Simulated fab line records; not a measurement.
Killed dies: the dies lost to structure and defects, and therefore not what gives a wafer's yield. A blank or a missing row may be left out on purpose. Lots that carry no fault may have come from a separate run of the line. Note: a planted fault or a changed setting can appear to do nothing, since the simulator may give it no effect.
Matching of chambers | flow nand_harc | NHARC_P_CONTACT_ALD_22 on ald_metal-01 has 4 sister chambers
The step deposits TiN, target thk 3 nm, pulse time 1 s, ald cycles 150. 16 wafers are shown with their chamber, then 8 later ones without.

## WAFERS WITH THEIR CHAMBER
wafer  | chamber | heater_power_w (W) | precursor_pulse_height_rel
L078.2 | 0       | 992                | 0.990
L078.3 | 1       | 1008               | 0.972
L078.6 | 0       | 980                | 1.001
L080.2 | 1       | 986                | 0.990
L080.3 | 2       | 1262               | 1.015
L080.5 | 3       | 875                | 0.985
L080.1 | 3       | 889                | 0.981
L080.4 | 1       | 1021               | 1.034
L080.6 | 2       | 1243               | 0.982
L086.1 | 3       | 897                | 1.017
L086.2 | 0       | 1008               | 0.968
L086.3 | 2       | 1210               | 1.049
L090.1 | 2       | 1248               | 1.027
L090.2 | 3       | 907                | 1.004
L090.5 | 1       | 1015               | 1.025
L091.2 | 1       | 985                | 0.995

SIGNATURES, as means of the wafers listed above
reading                    | chamber 0 | chamber 1 | chamber 2 | chamber 3 | scatter within a chamber
heater_power_w             | 993.33    | 1003.00   | 1240.75   | 892.00    | 17.1
precursor_pulse_height_rel | 0.98633   | 1.00320   | 1.01825   | 0.99675   | 0.0231
Rule: a wafer lies at a distance from a chamber equal to the root of the sum of squares, over the readings, of (its reading less the chamber's mean, divided by the reading's scatter). The wafer belongs to the nearest chamber; if the next one is less than 2 further off, it can't be placed. The scatter: the root of (the sum of the squares of (reading less its chamber's mean) over the shown wafers, divided by (wafers less chambers)).

## WAFERS WITHOUT THEIR CHAMBER
wafer  | heater_power_w (W) | precursor_pulse_height_rel
L091.4 | 1261               | 0.967
L091.6 | 1262               | 0.970
L094.4 | 986                | 1.007
L094.5 | 1213               | 0.960
L094.6 | 896                | 1.012
L095.1 | 994                | 1.031
L095.2 | 1265               | 0.986
L095.5 | 1257               | 0.992

## WHICH CHAMBER EACH WENT THROUGH
wafer  | from the rows above     | in truth
L091.4 | 2                       | 2
L091.6 | 2                       | 2
L094.4 | can't be placed: 0 or 1 | 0
L094.5 | 2                       | 2
L094.6 | 3                       | 3
L095.1 | can't be placed: 1 or 0 | 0
L095.2 | 2                       | 2
L095.5 | 2                       | 2
Placed correctly: 6 of 8. Can't be placed from these rows: 2 (the true chamber is among the candidates in 2). 0 placed wrongly.
